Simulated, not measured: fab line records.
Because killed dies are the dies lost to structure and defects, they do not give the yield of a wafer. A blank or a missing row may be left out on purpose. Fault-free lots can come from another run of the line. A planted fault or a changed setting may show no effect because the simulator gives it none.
Struck lot and sound lot, side by side | flow n5-finfet | 45 out of 1938 route steps
Sound: these wafers, L523.1, L523.3, L523.6. Struck: wafer L534.4. (L534.6 of the same lot was not struck and is left out.) The cause comes at the end.
Each step with rows lists, per side, the tool, then ch with its chambers, then its first start. Under that, the readings that differ: sound wafers | struck wafers | difference of the means | sigmas: that difference in standard deviations of wafers without a fault.
alike: words and numbers the same on both sides, and readings whose means are apart by under 2 such deviations; not compared: readings that were withheld, readings missing a value for some wafer, numbers with overlapping values and no deviation given by the record, and bounds like >300 which may hide the same value.
Wherever a step has rows on one side only, a row that says differs or no value, or a row with sigmas, the two part there. When numbers do not overlap yet have no deviation, they are printed without sigmas and do not part them. A reading that every wafer of one side lacks parts them only if that side has two wafers or more.

first, 3 steps without rows for these wafers: N5_SD_EPI_N_STRIP_36 (strips in N2/H2); N5_SD_EPI_N_ETCHBACK_44 (etches SiNx in CH3F/O2, stops on SiO2, target depth 14.5 nm); N5_SD_EPI_N_ETCH_45 (etches SiOCN in CH3F/O2, target depth 6 nm).
N5_SD_EPI_N_ETCH_16: etches SiO2 in CHF3/O2, target depth 5 nm.
  sound on rie-diel-06 ch 0,3, day 3 09:08; struck on rie-diel-01 ch 0, day 6 00:46
  reading                         | sound          | struck | difference | sigmas
  showerhead-plenum-p-Torr (Torr) | 2.35 2.53 2.35 | 2.55   | +0.14      | +2
  alike: O2_flow_sccm, drypump-motor-current-A, oes-product-au, rf-vpp-V, throttle-valve-pct
  not compared: rf-hours-counter-h
then, 1 step without rows for these wafers: N5_SD_EPI_N_STRIP_47 (strips in CHF3/O2).
N5_SD_EPI_N_SD_RECESS_17: chemistry HBr/Cl2/O2, target depth 41 nm, time 23.7 s, bt time 3 s.
  sound on rie-si-05 ch 0,3, day 3 09:12; struck on rie-si-02 ch 1, day 6 00:50
  alike: O2_flow_sccm, drypump-motor-current-A, mfc-cl2-sccm, oes-product-au, throttle-valve-pct
  not compared: rf-hours-counter-h
N5_SD_EPI_N_STRIP_38: strips in N2/H2.
  sound on plasma-asher-02 ch 0, day 3 09:17; struck on plasma-asher-01 ch 0, day 6 01:06
  alike: drypump-motor-current-A, heater-power-w, oes-product-au
  not compared: rf-hours-counter-h
then, 5 steps without rows for these wafers: N5_SD_EPI_N_WET_ETCH_43 (etches SiO2 in dHF, time 14 s, target depth 1.5 nm); N5_SD_EPI_N_STRIP_18 (strips in SPM, time 750 s); N5_SD_EPI_N_SRD_20 (time 30 s); N5_SD_EPI_N_PRECLEAN_48 (cleans in NF3:NH3, afs cycles 2, time 20 s, sublimation time 60 s); N5_SD_EPI_N_VAPOR_ETCH_50 (etches Si in HCl, time 54 s).
N5_SD_EPI_N_EPI_21: deposits Si:P, time 690 s.
  sound on epi-rpcvd-03 ch 0, day 3 10:22; struck on epi-rpcvd-03 ch 0, day 6 02:49
  reading                                   | sound        | struck | difference | sigmas
  epi-growth-time-s (s)                     | 690 690 690  | 539.64 | -150.36    |
  model.Si-P_of_SD_EPI_N_EPI_21.thk-nm (nm) | 59 58.6 59.4 | 49     | -10        |
N5_SD_EPI_N_EPI_MEAS_23:
  sound on film-metro-01, day 3 12:38; struck on film-metro-01, day 6 03:42
  reading     | sound          | struck | difference | sigmas
  thk-nm (nm) | 58.5 59.1 59.8 | 50.6   | -8.5       | -7
then, 4 steps without rows for these wafers: N5_SD_EPI_N_PRECLEAN_24 (cleans in O3/DIW, time 60 s); N5_SD_EPI_N_SRD_25 (time 30 s); N5_SD_EPI_N_PRECLEAN_49 (cleans in NF3:NH3, afs cycles 1, time 20 s, sublimation time 60 s); N5_SD_EPI_N_LINER_46 (material SiNx, target thk 3 nm).
N5_SD_EPI_N_INSPECT_26: inspects for defects (darkfield).
  sound on defect-inspect-01, day 3 13:11; struck on defect-inspect-02, day 6 04:42
  reading          | sound       | struck | difference | sigmas
  raw-defect-count | 168 204 215 | 317    | +121       | +3
then, 8 steps without rows for these wafers: N5_SD_EPI_P_COAT_34 (time 60 s, resist thk 350 nm); N5_SD_EPI_P_COAT_35 (time 60 s, resist thk 35 nm); N5_SD_EPI_P_COAT_03 (resist thk 150 nm); N5_SD_EPI_P_EBR_05; N5_SD_EPI_P_SOFTBAKE_04 (time 60 s); N5_SD_EPI_P_EXPOSE_06 (exposes mask SD P BLK, target cd 240 nm); N5_SD_EPI_P_PEB_07 (peb time 60 s); N5_SD_EPI_P_DEVELOP_08 (develop time 30 s).
N5_SD_EPI_P_CD_MEAS_09: the cd target is 240 nm.
  sound on cd-sem-03 ch 0, day 3 13:35; struck on cd-sem-03 ch 0, day 6 05:06
  alike: cd-nm
N5_SD_EPI_P_OVL_MEAS_10:
  sound on overlay-01 ch 0, day 3 13:37; struck on overlay-01 ch 0, day 6 05:08
  alike: SD_P_BLK_OVL
N5_SD_EPI_P_INSPECT_11: inspects for defects (macro).
  sound on defect-inspect-02, day 3 13:38; struck on defect-inspect-01, day 6 05:09
  alike: raw-defect-count
then, 6 steps without rows for these wafers: N5_SD_EPI_P_DESCUM_14 (chemistry O2, time 7.9 s); N5_SD_EPI_P_ETCH_36 (etches SiARC in CF4, target depth 45.5 nm, time 75.8 s); N5_SD_EPI_P_ETCH_37 (etches SOC in N2/H2, overetch 108 nm, time 486 s); N5_SD_EPI_P_STRIP_38 (strips in N2/H2); N5_SD_EPI_P_ETCHBACK_46 (etches SiNx in CH3F/O2, stops on SiO2, target depth 17.5 nm); N5_SD_EPI_P_ETCH_47 (etches SiOCN in CH3F/O2, target depth 25 nm).
N5_SD_EPI_P_ETCH_16: etches SiO2 in CHF3/O2, target depth 5 nm.
  sound on rie-diel-05 ch 0,2,3, day 3 14:17; struck on rie-diel-05 ch 1, day 6 05:48
  reading                     | sound       | struck | difference | sigmas
  drypump-motor-current-A (A) | 5.6 5.4 5.0 | 6.2    | +0.9       | +2
  alike: O2_flow_sccm, oes-product-au, rf-vpp-V, showerhead-plenum-p-Torr, throttle-valve-pct
  not compared: rf-hours-counter-h
then, 3 steps without rows for these wafers: N5_SD_EPI_P_STRIP_50 (strips in CHF3/O2); N5_SD_EPI_P_SD_RECESS_17 (chemistry HBr/Cl2/O2, target depth 39.1 nm, bt time 3 s); N5_SD_EPI_P_WET_ETCH_45 (etches SiO2 in dHF, time 10.7 s, target depth 2 nm, rinse time 30 s).
N5_SD_EPI_P_STRIP_40: strips in N2/H2.
  sound on plasma-asher-01 ch 0,1, day 3 14:31; struck on plasma-asher-01 ch 0, day 6 06:02
  alike: drypump-motor-current-A, heater-power-w, oes-product-au
  not compared: rf-hours-counter-h
then, 1 step without rows for these wafers: N5_SD_EPI_P_PRECLEAN_52 (cleans in O3/DIW, time 60 s).
N5_SD_EPI_P_PRECLEAN_24: cleans in O3/DIW, time 45 s.
  sound on wet-bench-03 ch 0,6,7, day 3 17:20; struck on wet-bench-05 ch 5, day 6 08:50
  reading                                   | sound          | struck | difference | sigmas
  model.Si-P_of_SD_EPI_N_EPI_21.thk-nm (nm) | 58.2 57.8 58.6 | 48.4   | -9.8       |
N5_SD_ACTIVATION_RS_MEAS_03: a four-point-probe measurement.
  sound on film-metro-02, day 3 17:51; struck on film-metro-02, day 6 09:49
  reading          | sound          | struck | difference | sigmas
  RS_SD_N (ohm/sq) | 21.9 22.0 21.7 | 26.1   | +4.2       | +14
  RS_SD_P (ohm/sq) | 56.8 57.0 56.2 | 55.0   | -1.7       | -2
-- a jump in the record: the struck wafers' starts before and after are 5 days apart (it breaks off in module SD_ACTIVATION and resumes in module BEOL_M4, where the first step shown is number 1111 of the route) --
N5_BEOL_M4_RC_MEAS_101:
  sound on prober-01 ch 0, day 8 03:25; struck on prober-01 ch 0, day 10 21:52
  reading          | sound          | struck | difference | sigmas
  RS_SD_N (ohm/sq) | 28.1 28.6 28.4 | 34.3   | +5.9       | +17
  VT_P (mV)        | -255 -253 -254 | -246   | +8         | +3
  alike: DIBL_N, DIBL_P, IOFF_N, IOFF_P, ION_N, ION_P, SS_N, SS_P, VT_N

== WHERE THEY PART ==
Earliest at N5_SD_EPI_N_ETCH_16; latest, in this record, at N5_BEOL_M4_RC_MEAS_101.

WHY: what the simulator had put in
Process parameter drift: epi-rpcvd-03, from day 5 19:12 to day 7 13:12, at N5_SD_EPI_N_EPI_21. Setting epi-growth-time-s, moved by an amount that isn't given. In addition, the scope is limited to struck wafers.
